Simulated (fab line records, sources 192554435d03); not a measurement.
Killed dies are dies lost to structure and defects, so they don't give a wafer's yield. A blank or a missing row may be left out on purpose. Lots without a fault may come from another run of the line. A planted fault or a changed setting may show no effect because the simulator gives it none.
Chamber matching | flow n5_finfet | N5_ILD0_CMP_12 on cmp-03: 4 sister chambers
The step polishes SiNx, stops on poly-Si, t overpolish 6 s, target thk 17.67 nm. 8 wafers are shown with their chamber, then 8 later ones without.

WAFERS WITH THEIR CHAMBER
wafer  | chamber | motor_current_A (A) | time_to_endpoint_s (s)
L077.2 | 3       | 7.8                 | 30
L078.6 | 0       | 8.1                 | 35
L085.1 | 2       | 8.6                 | 23
L085.2 | 3       | 7.9                 | 26
L087.2 | 2       | 9.1                 | 21
L087.3 | 1       | 9.7                 | 26
L087.4 | 0       | 8.7                 | 27
L089.2 | 1       | 9.7                 | 26

WAFERS WITHOUT THEIR CHAMBER
wafer  | motor_current_A (A) | time_to_endpoint_s (s)
L089.4 | 9.3                 | 24
L089.5 | 9.6                 | 26
L091.2 | 8.1                 | 28
L091.4 | 8.5                 | 30
L091.5 | 9.6                 | 27
L097.2 | 8.4                 | 33
L097.4 | 9.5                 | 33
L097.6 | 9.3                 | 31

WHICH CHAMBER EACH WENT THROUGH
wafer  | from the rows above          | in truth
L089.4 | can't be placed: 1 or 2      | 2
L089.5 | 1                            | 1
L091.2 | can't be placed: 3 or 0      | 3
L091.4 | can't be placed: 0 or 3      | 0
L091.5 | 1                            | 1
L097.2 | can't be placed: 0 or 3      | 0
L097.4 | can't be placed: 1 or 0 or 2 | 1
L097.6 | can't be placed: 1 or 2 or 0 | 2
Placed correctly: 2 of 8. Can't be placed from these rows: 6 (the true chamber is among the candidates in 6). Placed wrongly: 0.
How it was worked out, from the rows above alone: a wafer's distance from a chamber is the root of the sum, over the readings, of the square of ((its reading less the chamber's mean) divided by the reading's scatter). The wafer belongs to the nearest chamber; if the next one is less than 2 further off, it can't be placed. A chamber's mean is the mean of its shown wafers. The scatter: the root of (the sum of the squares of (reading less its chamber's mean) over the shown wafers, divided by (wafers less chambers)).
